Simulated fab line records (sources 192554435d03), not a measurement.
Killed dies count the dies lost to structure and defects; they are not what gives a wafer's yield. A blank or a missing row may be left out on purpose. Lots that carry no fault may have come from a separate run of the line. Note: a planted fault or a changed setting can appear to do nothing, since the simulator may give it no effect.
Split-lot trial | flow n5Finfet | 21 wafers read from 7 lots, route of 1938 steps

== ON THE SPLIT ==
At N5_SD_EPI_P_COAT_34 (time 60 s, resist thk 350 nm), the setting spinRpm was moved away from the recipe's 1500 rpm on 7 of the 21 wafers read, by -11.1% to -4.2%. For the rest of the wafers, this setting stayed at what the recipe calls for.

The reading is taken at the split's own step.

== THE READING ==
SOC_of_SD_EPI_P_COAT_34.thkNm (the simulator's own value, which no gauge read), in nm, at N5_SD_EPI_P_COAT_34 (time 60 s, resist thk 350 nm). No usual value for it is given in the file. The 14 wafers here that ran the recipe average 350.5 nm, standard deviation 1.1 nm.

wafer  | tool, chamber at the split | spinRpm as run, rpm | against the recipe | SOC_of_SD_EPI_P_COAT_34.thkNm, nm | against lot-mates on the recipe
L079.3 | lithoTrack-04, 0           | 1500                | recipe             | 349.8                             | -
L079.4 | lithoTrack-04, 0           | 1500                | recipe             | 349.4                             | -
L079.6 | lithoTrack-04, 0           | 1500                | recipe             | 349.4                             | -
L081.1 | lithoTrack-04, 0           | 1500                | recipe             | 349.6                             | -
L081.2 | lithoTrack-04, 0           | 1500                | recipe             | 347.8                             | -
L081.4 | lithoTrack-04, 0           | 1437                | -4.2%              | 355.6                             | +6.9
L088.1 | lithoTrack-04, 0           | 1500                | recipe             | 351.4                             | -
L088.3 | lithoTrack-04, 0           | 1500                | recipe             | 350.8                             | -
L088.4 | lithoTrack-04, 0           | 1500                | recipe             | 351.2                             | -
L091.2 | lithoTrack-02, 0           | 1333                | -11.1%             | 371.8                             | +20.2
L091.3 | lithoTrack-02, 0           | 1500                | recipe             | 351.6                             | -
L091.5 | lithoTrack-02, 0           | 1333                | -11.1%             | 373                               | +21.4
L094.3 | lithoTrack-03, 0           | 1500                | recipe             | 351.4                             | -
L094.4 | lithoTrack-03, 0           | 1362                | -9.2%              | 367.2                             | +15.7
L094.6 | lithoTrack-03, 0           | 1500                | recipe             | 351.6                             | -
L095.2 | lithoTrack-03, 0           | 1435                | -4.3%              | 358.6                             | no lot-mate on the recipe
L095.6 | lithoTrack-03, 0           | 1435                | -4.3%              | 358.6                             | no lot-mate on the recipe
L095.3 | lithoTrack-03, 0           | 1435                | -4.3%              | 358.4                             | no lot-mate on the recipe
L096.3 | lithoTrack-02, 0           | 1500                | recipe             | 350.8                             | -
L096.4 | lithoTrack-02, 0           | 1500                | recipe             | 350.2                             | -
L096.6 | lithoTrack-02, 0           | 1500                | recipe             | 351.4                             | -

FIT RESULTS
A straight line over all 21 wafers: SOC_of_SD_EPI_P_COAT_34.thkNm changes by -1.91 nm for each +1% of spinRpm; r = -0.99; the points scatter about the line by 1.2 nm.
The same after taking each lot's own level away (the mean of its wafers on the recipe; 18 wafers): -1.82 nm for each +1%; r = -1.00; scatter 0.59 nm.
Per that fit: largest spinRpm move, reading shift of 20 nm.
From 348.70 to 351.60 nm: that is the span of the lots' own levels, equal to 2.7 times the standard deviation above.
Consequently the slope shifts little with the lot-to-lot level, the two slopes agreeing.
Check: +20.3 nm against its lot-mates is what the line predicts for one of the wafers moved furthest among these (-11.1%) when that wafer is left out of the fit. Against them it came out at +20.2 nm.

== FURTHER SPLITS ON THESE WAFERS ==
Other splits were also applied to these wafers ahead of the reading. Each is held against what the fit with the lots' levels taken away leaves over:
other split on the same wafers                  | wafers away from the commonest value | r with SOC_of_SD_EPI_P_COAT_34.thkNm (lot level and that fit taken away)
N5_ZERO_LAYER_PECVD_02 timeS                    | 7                                    | +0.10
N5_ZERO_LAYER_EXPOSE_08 doseMj                  | 6                                    | -0.09
N5_PMOS_HMC_CHANNEL_EPI_PEB_07 pebTimeS         | 9                                    | +0.00
N5_PMOS_HMC_CHANNEL_EPI_DEVELOP_08 developTimeS | 5                                    | +0.00
N5_FIN_CUT_COAT_19 spinRpm                      | 6                                    | -0.21
N5_FIN_CUT_COAT_29 spinRpm                      | 7                                    | +0.03
N5_DUMMY_GATE_COAT_28 spinRpm                   | 7                                    | -0.14
N5_DUMMY_GATE_DESCUM_20 timeS                   | 10                                   | +0.20
N5_SD_EPI_N_EPI_21 epiGrowthTimeS               | 3                                    | -0.14

== THE FILE'S OWN FIT ==
SOC_of_SD_EPI_P_COAT_34.thkNm changes by -1.79 nm for each +1% of spinRpm, r = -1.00.
